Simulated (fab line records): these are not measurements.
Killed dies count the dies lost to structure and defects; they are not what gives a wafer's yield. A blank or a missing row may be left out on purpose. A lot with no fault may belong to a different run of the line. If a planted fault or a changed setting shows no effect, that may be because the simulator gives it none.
Chamber matching ; flow nand harc ; 4 sister chambers for NHARC_A_STAIRCASE_ETCH_271 on rie diel-13
The step etches the open film in CF4/CHF3. 14 wafers are shown with their chamber, then 7 later ones without.

## WAFERS, EACH WITH ITS CHAMBER
wafer;chamber;drypump motor current A (A);showerhead plenum p Torr (Torr);rf vpp V (V)
L078.4;2;5.0;1.56;372.4
L078.5;2;4.9;1.56;371.2
L078.6;3;6.3;1.60;371.5
L080.1;1;5.6;1.50;368.5
L080.4;2;5.0;1.56;370.3
L080.5;1;5.6;1.50;367.9
L083.3;1;5.6;1.50;367.1
L083.5;2;4.9;1.56;369.5
L083.6;1;5.6;1.50;369.8
L086.1;1;5.6;1.49;370.4
L086.4;0;5.6;1.64;373.2
L086.5;1;5.6;1.49;366.5
L091.1;0;5.6;1.63;372.7
L091.3;1;5.6;1.49;367.1

SIGNATURES (averages over the wafers above)
reading;chamber 0;chamber 1;chamber 2;chamber 3;scatter within a chamber
drypump motor current A;5.600;5.600;4.950;6.300;0.0316
showerhead plenum p Torr;1.6350;1.4957;1.5600;1.6000;0.00471
rf vpp V;372.950;368.186;370.850;371.500;1.33
Rule: a wafer's distance from a chamber is the root of the sum, over the readings, of the square of ((its reading less the chamber's mean) divided by the reading's scatter). The wafer belongs to the nearest chamber; if the next one is less than 2 further off, it can't be placed. How the scatter is found: for the shown wafers, subtract from each reading the mean of its chamber, square and add these, divide the total by (wafers less chambers), then take the root.

## WAFERS WITHOUT THEIR CHAMBER
wafer;drypump motor current A (A);showerhead plenum p Torr (Torr);rf vpp V (V)
L091.4;4.9;1.55;370.9
L092.1;5.0;1.55;370.5
L092.4;5.6;1.49;367.9
L092.6;5.6;1.63;373.0
L093.2;5.0;1.55;369.7
L093.4;5.6;1.63;372.3
L093.6;5.6;1.49;368.2

## THE CHAMBER EACH PASSED THROUGH
wafer;from the rows above;in truth
L091.4;2;2
L092.1;2;2
L092.4;1;1
L092.6;0;0
L093.2;2;2
L093.4;0;0
L093.6;1;1
7 of 7 placed correctly. From these rows, 0 cannot be placed. 0 placed wrongly.
